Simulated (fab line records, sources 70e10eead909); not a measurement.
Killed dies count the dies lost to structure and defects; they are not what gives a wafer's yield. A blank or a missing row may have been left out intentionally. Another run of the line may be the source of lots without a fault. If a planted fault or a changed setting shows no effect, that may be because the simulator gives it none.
The same fault as seen by 2 desks / flow nand-harc / only its own numbers are on each desk; what lay behind them is given at the end

AT THE TOOL OWNER'S DESK: pecvd-onon-02
The tool's own readings at NHARC_A_ONON_D2_DEP_22 (target thk 1000 nm): means of the sampled wafers that have a number, for each lot that ran on this tool. If a lot's mean is further than 4 standard deviations from the usual mean, the lot is out of limits and carries the mark OUT (the distance appears in the brackets).
Columns: A = n2-flow-sccm at NHARC_A_ONON_D2_DEP_22, usual 2751 sccm
lot=L735; first seen here=day 14 22:16; A=2759
lot=L741; first seen here=day 17 16:26; A=2743
lot=L747; first seen here=day 19 06:29; A=2752
lot=L751; first seen here=day 21 05:56; A=2750
Finding of this desk: none of the 4 lots has anything out of limits.

AT THE METROLOGY DESK
Lot by lot, what the gauges showed, no matter which tool ran the lot: averages of those sampled wafers that carry a number. If a lot's mean is further than 4 standard deviations from the usual mean, the lot is out of limits and carries the mark OUT (the distance appears in the brackets).
Columns: A = thk-nm at NHARC_A_ONON_D2_THK_MEAS_11, usual 1000 nm; B = thk-nm at NHARC_A_ONON_D2_THK_MEAS_24, usual 996 nm
lot=L732; first seen here=day 13 02:39; A=995; B=989
lot=L733; first seen here=day 13 10:20; A=979; B=1003
lot=L735; first seen here=day 14 13:39; A=1009; B=1003
lot=L736; first seen here=day 14 22:38; A=1017; B=996
lot=L737; first seen here=day 14 22:49; A=1007; B=997
lot=L738; first seen here=day 15 12:52; A=1017; B=1012
lot=L739; first seen here=day 16 04:54; A=1003; B=991
lot=L740; first seen here=day 16 17:23; A=987; B=1001
lot=L741; first seen here=day 17 07:48; A=1007; B=995
lot=L742; first seen here=day 17 07:48; A=977; B=992
lot=L747; first seen here=day 18 21:03; A=996; B=1006
lot=L751; first seen here=day 20 19:09; A=1011; B=1360 (+48) OUT
lot=L753; first seen here=day 21 20:46; A=1006; B=997
This desk finds L751 out of limits, L751 being first, at day 21 06:28 (thk-nm at NHARC_A_ONON_D2_THK_MEAS_24). Within limits: L732, L733, L735, L736, L737, L738, L739, L740, L741, L742, L747, L753.

PUT TOGETHER
Metrology desk: alarm possible at day 21 06:28 on L751.
The desk of the tool owner found nothing out of limits.
Tool owner's desk: L751 on record, inside its limits.
The lots listed all ran NHARC_A_ONON_D2_DEP_22 on pecvd-onon-02.

WHAT WAS PUT IN BY THE SIMULATOR
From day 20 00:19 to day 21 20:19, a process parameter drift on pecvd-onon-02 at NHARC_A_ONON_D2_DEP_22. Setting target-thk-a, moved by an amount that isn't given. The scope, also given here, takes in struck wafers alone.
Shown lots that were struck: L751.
Time in hours between the start of the fault and the first out-of-limits reading at each desk: metrology desk, 30.
